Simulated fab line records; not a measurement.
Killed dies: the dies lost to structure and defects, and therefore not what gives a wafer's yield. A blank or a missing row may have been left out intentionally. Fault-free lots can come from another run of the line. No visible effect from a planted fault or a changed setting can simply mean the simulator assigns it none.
Matching of chambers || flow n5Finfet || N5_HKMG_FIN_NWFM_ALD_20 on aldMetal-01 has 4 sister chambers
The step deposits TiAlC, target thk 2 nm, pulse time 3 s, purge time 2 s. 16 wafers are shown with their chamber, then 8 later ones without.

## EACH WAFER AND ITS CHAMBER
{"wafer": "L079.1", "chamber": 2, "heaterPowerW (W)": 523, "susceptorTempC (C)": 300.03, "precursorPulseHeightRel": 1.013}
{"wafer": "L079.2", "chamber": 1, "heaterPowerW (W)": 520, "susceptorTempC (C)": 300.08, "precursorPulseHeightRel": 1.006}
{"wafer": "L079.6", "chamber": 2, "heaterPowerW (W)": 529, "susceptorTempC (C)": 299.51, "precursorPulseHeightRel": 0.992}
{"wafer": "L080.1", "chamber": 0, "heaterPowerW (W)": 481, "susceptorTempC (C)": 299.83, "precursorPulseHeightRel": 1.016}
{"wafer": "L080.3", "chamber": 3, "heaterPowerW (W)": 491, "susceptorTempC (C)": 299.82, "precursorPulseHeightRel": 1.001}
{"wafer": "L080.6", "chamber": 1, "heaterPowerW (W)": 508, "susceptorTempC (C)": 300.27, "precursorPulseHeightRel": 0.990}
{"wafer": "L082.2", "chamber": 2, "heaterPowerW (W)": 515, "susceptorTempC (C)": 300.19, "precursorPulseHeightRel": 0.981}
{"wafer": "L082.3", "chamber": 0, "heaterPowerW (W)": 483, "susceptorTempC (C)": 299.78, "precursorPulseHeightRel": 0.985}
{"wafer": "L082.5", "chamber": 0, "heaterPowerW (W)": 495, "susceptorTempC (C)": 299.51, "precursorPulseHeightRel": 1.032}
{"wafer": "L084.1", "chamber": 2, "heaterPowerW (W)": 534, "susceptorTempC (C)": 300.17, "precursorPulseHeightRel": 1.024}
{"wafer": "L084.3", "chamber": 3, "heaterPowerW (W)": 496, "susceptorTempC (C)": 300.24, "precursorPulseHeightRel": 0.999}
{"wafer": "L084.6", "chamber": 2, "heaterPowerW (W)": 530, "susceptorTempC (C)": 299.83, "precursorPulseHeightRel": 1.014}
{"wafer": "L089.1", "chamber": 3, "heaterPowerW (W)": 481, "susceptorTempC (C)": 299.77, "precursorPulseHeightRel": 0.988}
{"wafer": "L089.3", "chamber": 1, "heaterPowerW (W)": 501, "susceptorTempC (C)": 300.01, "precursorPulseHeightRel": 0.989}
{"wafer": "L089.4", "chamber": 0, "heaterPowerW (W)": 474, "susceptorTempC (C)": 299.98, "precursorPulseHeightRel": 1.012}
{"wafer": "L090.2", "chamber": 2, "heaterPowerW (W)": 531, "susceptorTempC (C)": 300.32, "precursorPulseHeightRel": 1.032}

SIGNATURES (averages over the wafers above)
{"reading": "heaterPowerW", "chamber 0": 483.25, "chamber 1": 509.67, "chamber 2": 527.00, "chamber 3": 489.33, "scatter within a chamber": 8}
{"reading": "susceptorTempC", "chamber 0": 299.7750, "chamber 1": 300.1200, "chamber 2": 300.0083, "chamber 3": 299.9433, "scatter within a chamber": 0.245}
{"reading": "precursorPulseHeightRel", "chamber 0": 1.01125, "chamber 1": 0.99500, "chamber 2": 1.00933, "chamber 3": 0.99600, "scatter within a chamber": 0.0166}
Rule: for a wafer and a chamber, the distance is found by dividing, reading by reading, the gap between the wafer's reading and the chamber's mean by the reading's scatter, squaring, summing and taking the root. The wafer belongs to the nearest chamber; if the next one is less than 2 further off, it can't be placed. The scatter: the root of (the sum of the squares of (reading less its chamber's mean) over the shown wafers, divided by (wafers less chambers)).

## WAFERS WITHOUT THEIR CHAMBER
{"wafer": "L090.3", "heaterPowerW (W)": 477, "susceptorTempC (C)": 299.63, "precursorPulseHeightRel": 1.010}
{"wafer": "L090.4", "heaterPowerW (W)": 501, "susceptorTempC (C)": 299.70, "precursorPulseHeightRel": 0.995}
{"wafer": "L094.1", "heaterPowerW (W)": 502, "susceptorTempC (C)": 299.82, "precursorPulseHeightRel": 0.984}
{"wafer": "L094.5", "heaterPowerW (W)": 482, "susceptorTempC (C)": 299.73, "precursorPulseHeightRel": 0.960}
{"wafer": "L094.6", "heaterPowerW (W)": 509, "susceptorTempC (C)": 300.28, "precursorPulseHeightRel": 1.009}
{"wafer": "L096.1", "heaterPowerW (W)": 490, "susceptorTempC (C)": 300.01, "precursorPulseHeightRel": 1.027}
{"wafer": "L096.3", "heaterPowerW (W)": 509, "susceptorTempC (C)": 300.00, "precursorPulseHeightRel": 1.025}
{"wafer": "L096.5", "heaterPowerW (W)": 492, "susceptorTempC (C)": 299.88, "precursorPulseHeightRel": 0.976}

## THE CHAMBER EACH PASSED THROUGH
{"wafer": "L090.3", "from the rows above": "can't be placed: 0 or 3", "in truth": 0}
{"wafer": "L090.4", "from the rows above": "can't be placed: 3 or 1 or 0 or 2", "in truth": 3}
{"wafer": "L094.1", "from the rows above": "can't be placed: 1 or 3 or 0 or 2", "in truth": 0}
{"wafer": "L094.5", "from the rows above": "can't be placed: 3 or 0 or 1", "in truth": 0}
{"wafer": "L094.6", "from the rows above": "can't be placed: 1 or 2 or 3", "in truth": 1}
{"wafer": "L096.1", "from the rows above": "can't be placed: 0 or 3 or 1", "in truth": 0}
{"wafer": "L096.3", "from the rows above": "can't be placed: 1 or 2 or 3 or 0", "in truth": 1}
{"wafer": "L096.5", "from the rows above": "can't be placed: 3 or 0 or 1", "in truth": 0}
Correctly placed: 0 of 8. Can't be placed from these rows: 8 (the true chamber is among the candidates in 8). Wrongly placed: 0.
